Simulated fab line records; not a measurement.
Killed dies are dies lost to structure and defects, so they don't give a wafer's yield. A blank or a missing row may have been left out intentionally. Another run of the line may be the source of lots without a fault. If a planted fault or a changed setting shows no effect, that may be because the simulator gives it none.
Which of the tools did it? | flow n5-finfet | 27 wafers from 9 lots sampled at 5 of the route's 1938 steps

WHAT EACH GAUGE READ, for each wafer
N5_BEOL_M4_CD_MEAS_11 targets a cd of 16.79 nm. Usual: 16.75 nm for cd-nm, sd 0.24.
lot  | measured     | on        | cd-nm (nm)        | flag
L896 | day 7 16:27  | cd-sem-01 | 16.84 16.89 17.05 |
L900 | day 9 01:46  | cd-sem-01 | 16.80 16.90 16.55 |
L903 | day 9 13:50  | cd-sem-02 | 16.90 16.42 16.31 |
L907 | day 10 19:24 | cd-sem-01 | 16.42 17.00 16.93 |
L910 | day 11 02:17 | cd-sem-01 | 16.42 16.42 16.94 |
L912 | day 12 03:01 | cd-sem-01 | 16.91 16.29 17.17 |
L915 | day 12 08:41 | cd-sem-01 | 16.59 16.40 16.67 |
L918 | day 13 01:52 | cd-sem-01 | 16.40 16.82 16.58 |
L916 | day 13 12:26 | cd-sem-03 | 16.73 16.89 16.74 |

N5_BEOL_M4_RC_MEAS_101. Usual: DIBL_N 36.5 mV/V, standard deviation 1.4; DIBL_P 36.9 mV/V, standard deviation 1.7; IOFF_N 0.163 nA/um, standard deviation 0.023; IOFF_P 0.22 nA/um, standard deviation 0.032; ION_N 673 uA/um, standard deviation 9; ION_P 462 uA/um, standard deviation 7.5; SS_N 71.6 mV/dec, standard deviation 0.54; SS_P 73.4 mV/dec, standard deviation 0.62; VT_N 249.8 mV, standard deviation 2.8; VT_P -250 mV, standard deviation 3.5.
lot  | measured     | on        | DIBL_N (mV/V)  | DIBL_P (mV/V)  | IOFF_N (nA/um)    | IOFF_P (nA/um) | ION_N (uA/um) | ION_P (uA/um) | SS_N (mV/dec)  | SS_P (mV/dec)  | VT_N (mV)         | VT_P (mV)      | flag
L896 | day 7 23:18  | prober-01 | 35.0 37.3 36.1 | 35.9 38.7 37.2 | 0.143 0.184 0.163 | 0.21 0.26 0.23 | 657 680 663   | 457 468 460   | 71.2 71.9 72.0 | 73.6 74.2 73.8 | 253.3 247.2 250.5 | -248 -245 -249 |
L900 | day 9 18:32  | prober-02 | 37.1 38.0 38.9 | 37.7 39.2 40.3 | 0.158 0.177 0.197 | 0.21 0.23 0.26 | 673 682 686   | 458 465 460   | 71.7 71.6 72.0 | 73.4 73.7 74.4 | 250.3 247.7 247.2 | -253 -250 -249 |
L903 | day 9 21:07  | prober-01 | 36.0 35.8 36.5 | 37.5 37.3 37.8 | 0.176 0.174 0.187 | 0.25 0.25 0.27 | 676 672 679   | 468 469 469   | 71.8 71.7 73.1 | 74.1 74.3 73.4 | 248.6 246.6 249.4 | -244 -248 -246 |
L907 | day 11 05:37 | prober-02 | 37.6 35.4 36.4 | 38.3 34.8 36.9 | 0.190 0.134 0.165 | 0.26 0.19 0.23 | 675 655 686   | 466 447 467   | 71.9 70.7 71.2 | 73.5 72.7 73.6 | 247.7 255.9 248.5 | -248 -253 -251 |
L910 | day 11 10:32 | prober-01 | 37.3 38.3 36.1 | 38.5 39.0 36.6 | 0.196 0.204 0.161 | 0.24 0.25 0.22 | 682 694 687   | 462 464 469   | 71.8 71.9 70.9 | 74.2 74.2 74.0 | 245.1 244.8 248.7 | -249 -248 -249 |
L912 | day 12 12:41 | prober-02 | 36.8 36.8 37.8 | 38.5 38.7 40.1 | 0.174 0.182 0.198 | 0.21 0.24 0.25 | 686 684 688   | 462 470 467   | 71.9 71.7 72.4 | 73.5 73.6 73.6 | 247.8 248.8 244.6 | -251 -248 -246 |
L915 | day 12 18:17 | prober-02 | 37.8 35.1 34.4 | 39.6 36.1 35.9 | 0.191 0.142 0.128 | 0.22 0.17 0.17 | 679 671 656   | 457 448 454   | 71.9 71.0 70.8 | 74.2 73.7 73.8 | 247.5 251.1 255.7 | -252 -258 -254 |
L918 | day 13 15:49 | prober-02 | 37.3 38.3 37.7 | 36.0 37.0 35.6 | 0.184 0.213 0.183 | 0.25 0.29 0.25 | 675 673 673   | 464 460 462   | 71.8 71.7 72.7 | 73.7 74.9 74.1 | 246.7 245.4 249.9 | -246 -246 -247 |
L916 | day 13 19:39 | prober-01 | 32.4 33.6 33.5 | 32.4 34.1 33.6 | 0.116 0.125 0.126 | 0.17 0.18 0.17 | 662 672 670   | 457 472 458   | 70.1 70.4 70.2 | 72.2 72.7 72.0 | 252.3 252.2 247.5 | -253 -251 -254 |

TOOL THAT RAN EACH LOT (tool first, then ch and the chambers of the sampled wafers, then the start)
lot  | N5_BEOL_M3_ANNEAL_95         | N5_BEOL_M4_ETCH_63                 | N5_BEOL_M4_HM_OPEN_17
L896 | pvd-sputter-02, day 7 10:46  | rie-diel-05 ch 1,2, day 7 16:41    | rie-metal-02 ch 0,1, day 7 16:53
L900 | pvd-sputter-03, day 8 21:27  | rie-diel-05 ch 2,3, day 9 01:58    | rie-metal-01 ch 0,1, day 9 02:16
L903 | pvd-sputter-03, day 9 12:00  | rie-diel-05 ch 0,1, day 9 14:37    | rie-metal-02 ch 0,1, day 9 14:50
L907 | pvd-sputter-02, day 10 16:57 | rie-diel-03 ch 0,1,3, day 10 19:35 | rie-metal-02 ch 0,1, day 10 19:47
L910 | pvd-sputter-03, day 11 00:20 | rie-diel-04 ch 0,1,3, day 11 02:27 | rie-metal-01 ch 0,1, day 11 02:40
L912 | pvd-sputter-03, day 11 23:37 | rie-diel-03 ch 0,3, day 12 03:21   | rie-metal-03 ch 0, day 12 03:33
L915 | pvd-sputter-01, day 12 05:49 | rie-diel-03 ch 0,1,3, day 12 08:58 | rie-metal-02 ch 0, day 12 09:12
L918 | pvd-sputter-02, day 12 22:52 | rie-diel-03 ch 0,2,3, day 13 02:02 | rie-metal-01 ch 0, day 13 02:14
L916 | pvd-sputter-01, day 13 10:05 | rie-diel-05 ch 0,1, day 13 12:38   | rie-metal-03 ch 1, day 13 12:51
- N5_BEOL_M3_ANNEAL_95: time 240 s.
- N5_BEOL_M4_ETCH_63: etches SiARC in CF4, target depth 15.6 nm, time 26 s.
- N5_BEOL_M4_HM_OPEN_17: chemistry Cl2/BCl3, target TiN, target depth 20 nm, overetch 6 nm.

WHAT THE TOOLS THEMSELVES READ (means of the sampled wafers that have a number; where no wafer has one, the mark that the record gives instead)
N5_BEOL_M3_ANNEAL_95. Usual: 826 W for heater-power-w, sd 83.
lot  | tool           | heater-power-w (W) | flag
L896 | pvd-sputter-02 | 865                |
L900 | pvd-sputter-03 | 891                |
L903 | pvd-sputter-03 | 812                |
L907 | pvd-sputter-02 | 800                |
L910 | pvd-sputter-03 | 903                |
L912 | pvd-sputter-03 | 901                |
L915 | pvd-sputter-01 | 794                |
L918 | pvd-sputter-02 | 803                |
L916 | pvd-sputter-01 | 831                |

N5_BEOL_M4_ETCH_63. Usual: drypump-motor-current-A 6.0 A, standard deviation 0.38; etch-rf-on-time-s 26.0 s, standard deviation 0.38; oes-product-au 0.69 a.u., standard deviation 0.071; rf-vpp-V 184.2 V, standard deviation 1; showerhead-plenum-p-Torr 2.14 Torr, standard deviation 0.05; throttle-valve-pct 15.66 %, standard deviation 0.27.
lot  | tool        | drypump-motor-current-A (A) | etch-rf-on-time-s (s) | oes-product-au (a.u.) | rf-vpp-V (V) | showerhead-plenum-p-Torr (Torr) | throttle-valve-pct (%) | flag
L896 | rie-diel-05 | 6.3                         | 26.1                  | 0.66                  | 183.5        | 2.09                            | 15.58                  |
L900 | rie-diel-05 | 6.2                         | 17.1                  | 0.81                  | 184.6        | 2.17                            | 15.83                  | OFF
L903 | rie-diel-05 | 6.2                         | 17.2                  | 0.99                  | 184.0        | 2.09                            | 15.46                  | OFF
L907 | rie-diel-03 | 6.2                         | 25.8                  | 0.72                  | 184.5        | 2.14                            | 15.68                  |
L910 | rie-diel-04 | 5.9                         | 26.0                  | 0.72                  | 184.4        | 2.19                            | 15.51                  |
L912 | rie-diel-03 | 6.1                         | 26.0                  | 0.67                  | 184.4        | 2.15                            | 15.64                  |
L915 | rie-diel-03 | 6.2                         | 25.9                  | 0.69                  | 184.4        | 2.13                            | 15.71                  |
L918 | rie-diel-03 | 5.8                         | 25.8                  | 0.71                  | 184.5        | 2.16                            | 15.74                  |
L916 | rie-diel-05 | 6.1                         | 26.5                  | 0.69                  | 183.7        | 2.08                            | 15.44                  |

N5_BEOL_M4_HM_OPEN_17. Usual: drypump-motor-current-A 5.6 A, standard deviation 0.44; oes-product-au 0.68 a.u., standard deviation 0.07; throttle-valve-pct 22.22 %, standard deviation 0.23.
lot  | tool         | drypump-motor-current-A (A) | oes-product-au (a.u.) | throttle-valve-pct (%) | flag
L896 | rie-metal-02 | 5.9                         | 0.73                  | 21.93                  |
L900 | rie-metal-01 | 5.4                         | 0.73                  | 22.43                  |
L903 | rie-metal-02 | 5.9                         | 0.70                  | 21.97                  |
L907 | rie-metal-02 | 5.5                         | 0.70                  | 21.97                  |
L910 | rie-metal-01 | 5.3                         | 0.72                  | 22.41                  |
L912 | rie-metal-03 | 5.5                         | 0.63                  | 22.34                  |
L915 | rie-metal-02 | 5.1                         | 0.71                  | 21.97                  |
L918 | rie-metal-01 | 5.2                         | 0.76                  | 22.46                  |
L916 | rie-metal-03 | 6.0                         | 0.69                  | 22.50                  |

THE ANSWER, worked out from the rows above alone
Rule: a lot counts as off when the mean over its wafers that have a number is more than 3 standard deviations away from the usual mean. A lot without any number at a reading at which 4 lots or more have one is off too. All remaining lots with rows at the step are treated as sound. After the gauges, taken in route order, come the tools' own readings; for these a lot's mean is taken, as printed above. The first step at which some lot is off is used, and at that step the reading that is off furthest; a lot without a number counts as furthest.
Off at N5_BEOL_M4_ETCH_63 (etch-rf-on-time-s): L900, L903.
If a tool, at that step or one of the process steps before it, ran each lot that is off and ran no sound lot following the first of them, it fits. Not one of the candidates tried fits.

WHAT THE SIMULATOR PUT IN
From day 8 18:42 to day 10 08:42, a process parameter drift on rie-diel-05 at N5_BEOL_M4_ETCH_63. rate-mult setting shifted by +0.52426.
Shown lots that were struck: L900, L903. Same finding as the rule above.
